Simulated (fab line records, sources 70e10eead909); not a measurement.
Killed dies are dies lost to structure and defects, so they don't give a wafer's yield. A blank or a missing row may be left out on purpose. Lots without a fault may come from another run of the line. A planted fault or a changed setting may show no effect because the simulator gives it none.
fab line records | flow nand_harc | part 1 of 2: steps 1 to 3 of 6
record lots=24 wafers=72 last_day=24
route steps=1159 shown A_CHANNEL_HOLE_D1@469 A_STAIRCASE@548
lots that met no fault: from a run of the same line without faults
start_h: hours from the record's first day to the start of the lot's first wafer shown | wait_h: hours since the lot's step before | " the same as in the row above | L1.1+2: a row that stands for several wafers | - no value, or no start given | * or withheld: withheld | < > ~ a bound
route shown NAME@n: a module of which the file shows steps, and the number in the route of the first | usual: mean/standard deviation of fault-free wafers | same: alike in all rows | chamber/n: place in a boat | sites: the reading at each site | _std_site: their standard deviation | _edge_site: outer sites' mean less inner sites' | radius_mm: how far each site lies from the wafer's centre | mask NAME#n: copy n | behind: the tool/chamber that last shaped the wafer | hold: why the lot was held/for how many hours/how that ended | device: the transistor (n, p or np) that didn't switch | end of line: the same wafers' tests at the end of the route | a step without rows: its recipe alone | killed: dies lost to structure and defects at the first sort, not the wafer's yield | map: a wafer's dies, x killed, . not, _ none there
set.NAME: the setting as run; set.NAME@STEP: as run at that earlier step | model.NAME: the simulator's own value behind a step, which no gauge read
steps of the route over a sample of lots; a table a step, a row a wafer
services: from which hour (start_h, from the record's first day; less than 0 if before it) a tool's chamber was out of use, for how many hours, and why
## steps
# step NHARC_A_CHANNEL_HOLE_D1_ETCH_16
# recipe target_depth_a=31000 over_etch_frac=0.3 time_s=806 ion_energy_ev=150 o2_flow_sccm=400 cos_flow_sccm=20 ar_flow_sccm=0 rf_w=500 bias_w=300 chemistry=O2/COS
# usual drypump_motor_current_A=5.6/0.47 oes_product_au=0.998/0.013 rf_vpp_V=314.2/1.5 showerhead_plenum_p_Torr=3.13/0.097 throttle_valve_pct=28.330/0.0091
# same over_etch_frac=0.3
# columns lot.wafer tool chamber start_h wait_h drypump_motor_current_A oes_product_au rf_hours_counter_h rf_vpp_V showerhead_plenum_p_Torr throttle_valve_pct
L075.2 rie_diel-13 0 - - 5.4 0.986 4 315.8 3.21 28.330
L075.4 " 1 " " 4.8 1.013 4 313.4 3.15 28.318
L075.1 " 3 " " 5.9 0.995 4 312.4 2.97 28.332
L074.2 rie_diel-13 3 - - 5.9 0.998 5 311.4 2.97 28.335
L074.3 " 1 " " 4.8 1.020 5 313.1 3.15 28.339
L074.1 " 2 " " 5.5 0.990 5 316.3 3.22 28.299
L076.1 rie_diel-08 1 - - 5.2 1.015 3 314.7 3.22 28.340
L076.3 " 3 " " 6.3 0.993 3 314.2 3.17 28.341
L076.6 " 0 " " 6.4 1.008 - 316.0 3.29 28.329
L077.4 rie_diel-13 2 - - 5.5 0.973 6 316.3 3.22 28.332
L077.3 " 1 " " 4.8 1.022 6 314.2 3.15 28.333
L077.6 " 3 " " 5.9 1.009 - 312.9 2.97 28.322
L079.4 rie_diel-08 2 - - 5.8 0.990 3 313.0 3.09 28.342
L079.2 " 1 " " 5.2 1.021 4 315.6 3.22 28.329
L079.6 " 2 " " 5.8 0.985 - 314.3 3.09 28.313
L078.3 rie_diel-05 2 - - 6.2 1.002 1 313.9 3.08 28.335
L078.2 " 0 " " 5.3 1.004 1 316.7 3.29 28.336
L078.6 " 2 " " 6.2 0.999 - 312.4 3.08 28.339
L080.4 rie_diel-13 2 - - 5.4 0.987 8 315.3 3.22 28.319
L080.1 " 3 " " 5.9 1.017 9 313.7 2.97 28.333
L080.6 " 2 " " 5.4 0.988 - 314.5 3.22 28.352
L081.1 rie_diel-05 3 - - 6.0 0.993 2 313.4 3.05 28.339
L081.4 " 0 " " 5.3 1.004 3 317.7 3.29 28.339
L081.5 " 0 " " 5.3 1.007 - 315.9 3.29 28.324
L084.1 rie_diel-05 2 - - 6.2 0.980 3 313.4 3.08 28.334
L084.3 " 0 " " 5.3 1.004 3 315.5 3.29 28.333
L084.6 " 2 " " 6.2 0.987 - 314.5 3.08 28.353
L082.1 rie_diel-13 0 - - 5.4 0.995 9 314.4 3.20 28.331
L082.4 " 2 " " 5.4 0.976 9 315.9 3.22 28.335
L082.5 " 0 " " 5.3 1.006 - 315.8 3.20 28.335
L083.1 rie_diel-13 2 - - 5.5 0.978 10 314.1 3.22 28.321
L083.3 " 3 " " 5.9 1.013 10 310.1 2.96 28.335
L083.6 " 0 " " 5.4 0.993 - 313.7 3.20 28.336
L087.4 rie_diel-08 1 - - 5.2 1.014 6 315.7 3.22 28.325
L087.6 " 1 " " 5.2 1.016 - 314.4 3.22 28.335
L087.5 " 2 " " 5.8 0.996 - 314.2 3.09 28.311
L086.2 rie_diel-08 2 - - 5.8 0.989 6 313.9 3.09 28.338
L086.1 " 3 " " 6.3 0.988 6 315.4 3.16 28.330
L086.3 " 1 " " 5.2 1.008 6 313.5 3.22 28.323
L085.4 rie_diel-13 2 - - 5.4 0.972 11 313.8 3.22 28.326
L085.1 " 3 " " 5.9 1.012 11 312.6 2.97 28.319
L085.3 " 0 " " 5.4 0.990 11 315.0 3.20 28.322
L088.2 rie_diel-05 2 - - 6.3 1.003 6 313.6 3.08 28.342
L088.1 " 3 " " 6.0 1.003 5 312.3 3.05 28.321
L088.5 " 3 " " 6.1 0.993 - 313.0 3.05 28.327
L089.3 rie_diel-13 2 - - 5.5 0.981 11 314.4 3.22 28.316
L089.2 " 3 " " 5.9 1.019 12 311.9 2.96 28.323
L089.6 " 1 " " 4.8 1.018 - 314.0 3.15 28.323
L092.2 rie_diel-13 0 - - 5.3 1.003 12 314.9 3.20 28.319
L092.3 " 2 " " 5.4 0.978 12 314.9 3.22 28.330
L092.1 " 3 " " 5.9 1.025 13 311.2 2.96 28.327
L090.2 rie_diel-08 0 - - 6.4 0.987 8 316.6 3.28 28.328
L090.1 " 2 " " 5.8 0.988 8 311.9 3.09 28.321
L090.5 " 2 " " 5.8 0.992 - 312.9 3.09 28.322
L091.4 rie_diel-13 0 - - 5.4 0.997 13 314.5 3.20 28.319
L091.2 " 1 " " 4.9 1.009 13 313.7 3.15 28.319
L091.6 " 0 " " 5.3 0.992 - 314.2 3.20 28.343
L093.2 rie_diel-13 2 - - 5.4 0.985 0 315.5 3.22 28.321
L093.5 " 3 " " 5.9 0.993 - 312.9 2.96 28.328
L093.6 " 0 " " 5.3 0.990 - 314.6 3.20 28.331
L094.4 rie_diel-05 1 - - 5.5 0.985 9 312.7 3.04 28.326
L094.5 " 2 " " 6.3 0.998 - 313.5 3.08 28.343
L094.6 " 3 " " 6.1 1.008 - 313.6 3.05 28.329
L095.1 rie_diel-13 3 301.85 - 5.9 1.005 1 313.2 2.96 28.336
L095.2 " 1 " " 4.8 1.021 1 315.6 3.15 28.319
L095.5 " 3 " " 5.9 0.999 - 311.7 2.96 28.330
L096.4 rie_diel-13 2 - - 5.4 0.981 1 316.2 3.22 28.337
L096.5 " 1 " " 4.8 1.012 - 314.5 3.15 28.317
L096.6 " 2 " " 5.5 0.980 - 316.6 3.22 28.338
L097.4 rie_diel-13 1 - - 4.8 1.013 2 313.9 3.15 28.335
L097.1 " 2 " " 5.4 0.982 2 313.9 3.22 28.321
L097.6 " 3 " " 5.9 0.996 - 312.9 2.96 28.338
# step NHARC_A_CHANNEL_HOLE_D1_ETCH_20
# recipe bias_v=3000 source_w=withheld pressure_mtorr=20 time_s=361.9 ar_flow_sccm=375 c4f8_flow_sccm=89.3 o2_flow_sccm=35.7 temp_c=-20 target_depth_a=16000 chemistry=C4F8/O2/Ar
# usual drypump_motor_current_A=5.8/0.66 showerhead_plenum_p_Torr=3.76/0.12 throttle_valve_pct=32.154/0.011
# columns lot.wafer tool chamber start_h wait_h drypump_motor_current_A rf_hours_counter_h showerhead_plenum_p_Torr throttle_valve_pct
L075.1 har_etch-01 0 172.33 0.1 6.6 195 3.82 32.168
L075.2 " 1 " " 5.4 195 3.82 32.153
L075.4 " 0 " " 6.6 - 3.82 32.138
L074.2 har_etch-02 0 173.58 0.1 6.3 101 3.58 32.170
L074.1 " 1 " " 5.0 101 3.88 32.163
L074.3 " 0 " " 6.3 - 3.59 32.147
L076.1 har_etch-02 0 187.28 0.1 6.3 107 3.58 32.153
L076.3 " 0 " " 6.2 - 3.58 32.150
L076.6 " 0 " " 6.3 - 3.58 32.156
L077.3 har_etch-01 1 187.67 0.2 5.4 - 3.82 32.160
L077.4 " 0 " " 6.6 - 3.82 32.171
L077.6 " 1 " " 5.4 - 3.82 32.160
L079.2 har_etch-01 0 200.58 0.1 6.6 205 3.82 32.151
L079.4 " 1 " " 5.3 - 3.82 32.165
L079.6 " 1 " " 5.4 - 3.82 32.152
L078.2 har_etch-02 0 201.11 0.1 6.3 112 3.58 32.123
L078.3 " 0 " " 6.2 - 3.58 32.155
L078.6 " 1 " " 5.0 - 3.87 32.156
L080.1 har_etch-01 1 217.83 0.1 5.4 212 3.81 32.146
L080.4 " 0 " " 6.6 - 3.81 32.147
L080.6 " 0 " " 6.6 - 3.81 32.146
L081.1 har_etch-02 0 218.25 0.1 6.3 119 3.57 32.177
L081.4 " 1 " " 5.0 - 3.87 32.161
L081.5 " 0 " " 6.3 - 3.58 32.148
L084.1 har_etch-02 0 225.36 0.1 6.3 123 3.57 32.154
L084.3 " 0 " " 6.3 - 3.57 32.151
L084.6 " 1 " " 5.0 - 3.86 32.139
L082.1 har_etch-01 1 225.85 0.1 5.4 218 3.81 32.142
L082.4 " 0 " " 6.6 - 3.81 32.142
L082.5 " 0 " " 6.6 - 3.81 32.155
L083.1 har_etch-02 1 229.56 0.1 5.0 127 3.86 32.163
L083.3 " 0 " " 6.2 - 3.57 32.179
L083.6 " 1 " " 5.0 - 3.86 32.155
L087.4 har_etch-02 1 253.78 0.2 5.0 - 3.86 32.130
L087.6 " 0 " " 6.2 - 3.57 32.153
L087.5 " 1 " " 5.0 - 3.86 32.158
L086.1 har_etch-01 1 258.35 0.1 5.4 226 3.81 32.159
L086.2 " 0 " " 6.7 226 3.81 32.162
L086.3 " 1 " " 5.4 - 3.81 32.155
L085.1 har_etch-02 0 258.52 0.1 6.3 138 3.57 32.146
L085.3 " 0 " " 6.2 - 3.57 32.164
L085.4 " 1 " " 5.0 - 3.86 32.157
L088.2 har_etch-01 1 262.51 0.1 5.4 230 3.80 32.152
L088.1 " 0 " " 6.6 230 3.80 32.153
L088.5 " 1 " " 5.4 - 3.80 32.158
L089.2 har_etch-02 1 262.90 0.1 5.0 142 3.85 32.168
L089.3 " 1 " " 5.0 - 3.85 32.145
L089.6 " 1 " " 5.0 - 3.85 32.140
L092.2 har_etch-01 0 271.55 0.1 6.6 235 3.80 32.139
L092.1 " 1 " " 5.4 235 3.80 32.150
L092.3 " 0 " " 6.6 - 3.80 32.159
L090.2 har_etch-02 0 273.00 0.1 6.3 147 3.56 32.154
L090.1 " 1 " " 5.0 147 3.85 32.156
L090.5 " 1 " " 5.0 - 3.85 32.151
L091.2 har_etch-01 0 275.73 0.1 6.6 239 3.80 32.138
L091.4 " 1 " " 5.4 - 3.80 32.162
L091.6 " 1 " " 5.4 - 3.80 32.160
L093.2 har_etch-02 1 286.71 0.1 5.0 153 3.85 32.157
L093.5 " 1 " " 5.0 - 3.85 32.143
L093.6 " 0 " " 6.3 - 3.56 32.169
L094.4 har_etch-01 1 287.02 0.2 5.3 - 3.79 32.165
L094.5 " 0 " " 6.7 - 3.80 32.152
L094.6 " 1 " " 5.3 - 3.79 32.135
L095.2 har_etch-02 1 302.63 0.1 5.0 156 3.84 32.159
L095.1 " 0 " " 6.2 156 3.56 32.140
L095.5 " 0 " " 6.3 - 3.56 32.162
L096.4 har_etch-01 1 304.13 0.2 5.4 - 3.79 32.152
L096.5 " 0 " " 6.6 - 3.79 32.173
L096.6 " 1 " " 5.4 - 3.79 32.151
L097.1 har_etch-02 0 310.20 0.1 6.2 163 3.55 32.142
L097.4 " 1 " " 5.0 - 3.84 32.140
L097.6 " 0 " " 6.2 - 3.55 32.152
# step NHARC_A_CHANNEL_HOLE_D1_ETCH_23
# recipe bias_v=5000 source_w=withheld pressure_mtorr=20 time_s=819 ar_flow_sccm=375 c4f8_flow_sccm=89.3 o2_flow_sccm=35.7 temp_c=-20 target_depth_a=16000 chemistry=C4F8/O2/Ar
# usual drypump_motor_current_A=5.8/0.66 showerhead_plenum_p_Torr=3.76/0.12 throttle_valve_pct=32.155/0.0089
# columns lot.wafer tool chamber start_h wait_h drypump_motor_current_A rf_hours_counter_h showerhead_plenum_p_Torr throttle_valve_pct
L075.1 har_etch-01 0 173.64 0.5 6.6 196 3.82 32.145
L075.2 " 1 " " 5.3 196 3.82 32.153
L075.4 " 0 " " 6.6 - 3.82 32.171
L074.2 har_etch-02 0 174.90 0.5 6.3 103 3.58 32.158
L074.1 " 1 " " 5.1 103 3.87 32.144
L074.3 " 0 " " 6.2 - 3.58 32.168
L076.1 har_etch-02 0 188.60 0.5 6.3 108 3.58 32.160
L076.3 " 0 " " 6.3 - 3.58 32.151
L076.6 " 0 " " 6.3 - 3.58 32.161
L077.3 har_etch-01 1 189.10 0.5 5.3 - 3.82 32.169
L077.4 " 0 " " 6.6 - 3.82 32.146
L077.6 " 1 " " 5.4 - 3.82 32.157
L079.2 har_etch-01 0 201.96 0.5 6.6 207 3.82 32.148
L079.4 " 1 " " 5.4 - 3.82 32.154
L079.6 " 1 " " 5.4 - 3.82 32.162
L078.2 har_etch-02 0 202.49 0.5 6.3 114 3.58 32.152
L078.3 " 0 " " 6.3 - 3.58 32.150
L078.6 " 1 " " 5.0 - 3.87 32.159
L080.1 har_etch-01 1 219.22 0.5 5.4 214 3.81 32.153
L080.4 " 0 " " 6.6 - 3.81 32.170
L080.6 " 0 " " 6.6 - 3.81 32.154
L081.1 har_etch-02 0 219.57 0.5 6.3 120 3.57 32.150
L081.4 " 1 " " 5.0 - 3.86 32.140
L081.5 " 0 " " 6.3 - 3.57 32.154
L084.1 har_etch-02 0 226.67 0.5 6.2 124 3.57 32.165
L084.3 " 0 " " 6.2 - 3.57 32.144
L084.6 " 1 " " 5.0 - 3.86 32.156
L082.1 har_etch-01 1 227.23 0.5 5.4 219 3.81 32.148
L082.4 " 0 " " 6.6 - 3.81 32.152
L082.5 " 0 " " 6.6 - 3.81 32.154
L083.1 har_etch-02 1 230.95 0.5 5.0 128 3.86 32.162
L083.3 " 0 " " 6.2 - 3.57 32.152
L083.6 " 1 " " 5.0 - 3.86 32.139
L087.4 har_etch-02 1 255.32 0.5 5.0 - 3.86 32.149
L087.6 " 0 " " 6.2 - 3.57 32.157
L087.5 " 1 " " 5.0 - 3.86 32.154
L086.1 har_etch-01 1 259.68 0.5 5.4 227 3.80 32.153
L086.2 " 0 " " 6.6 227 3.80 32.153
L086.3 " 1 " " 5.4 - 3.80 32.145
L085.1 har_etch-02 0 259.85 0.5 6.2 139 3.56 32.153
L085.3 " 0 " " 6.3 - 3.56 32.164
L085.4 " 1 " " 5.0 - 3.85 32.162
L088.2 har_etch-01 1 263.83 0.5 5.4 231 3.80 32.149
L088.1 " 0 " " 6.7 231 3.80 32.148
L088.5 " 1 " " 5.4 - 3.80 32.155
L089.2 har_etch-02 1 264.31 0.5 5.0 143 3.85 32.151
L089.3 " 1 " " 5.0 - 3.85 32.158
L089.6 " 1 " " 5.0 - 3.85 32.140
L092.2 har_etch-01 0 272.87 0.5 6.6 237 3.80 32.144
L092.1 " 1 " " 5.3 237 3.80 32.159
L092.3 " 0 " " 6.6 - 3.80 32.157
L090.2 har_etch-02 0 274.33 0.5 6.2 148 3.56 32.149
L090.1 " 1 " " 5.0 148 3.85 32.150
L090.5 " 1 " " 5.0 - 3.85 32.156
L091.2 har_etch-01 0 277.05 0.5 6.6 241 3.80 32.141
L091.4 " 1 " " 5.3 - 3.80 32.147
L091.6 " 1 " " 5.4 - 3.80 32.146
L093.2 har_etch-02 1 288.03 0.5 5.0 154 3.85 32.156
L093.5 " 1 " " 5.0 - 3.85 32.155
L093.6 " 0 " " 6.3 - 3.56 32.148
L094.4 har_etch-01 1 288.54 0.5 5.4 - 3.79 32.161
L094.5 " 0 " " 6.6 - 3.79 32.156
L094.6 " 1 " " 5.4 - 3.79 32.152
L095.2 har_etch-02 1 303.95 0.5 5.0 158 3.84 32.181
L095.1 " 0 " " 6.3 158 3.56 32.165
L095.5 " 0 " " 6.2 - 3.55 32.137
L096.4 har_etch-01 1 305.65 0.5 5.3 - 3.79 32.160
L096.5 " 0 " " 6.7 - 3.79 32.166
L096.6 " 1 " " 5.4 - 3.79 32.143
L097.1 har_etch-02 0 311.57 0.5 6.2 165 3.55 32.148
L097.4 " 1 " " 5.0 - 3.84 32.147
L097.6 " 0 " " 6.2 - 3.55 32.154
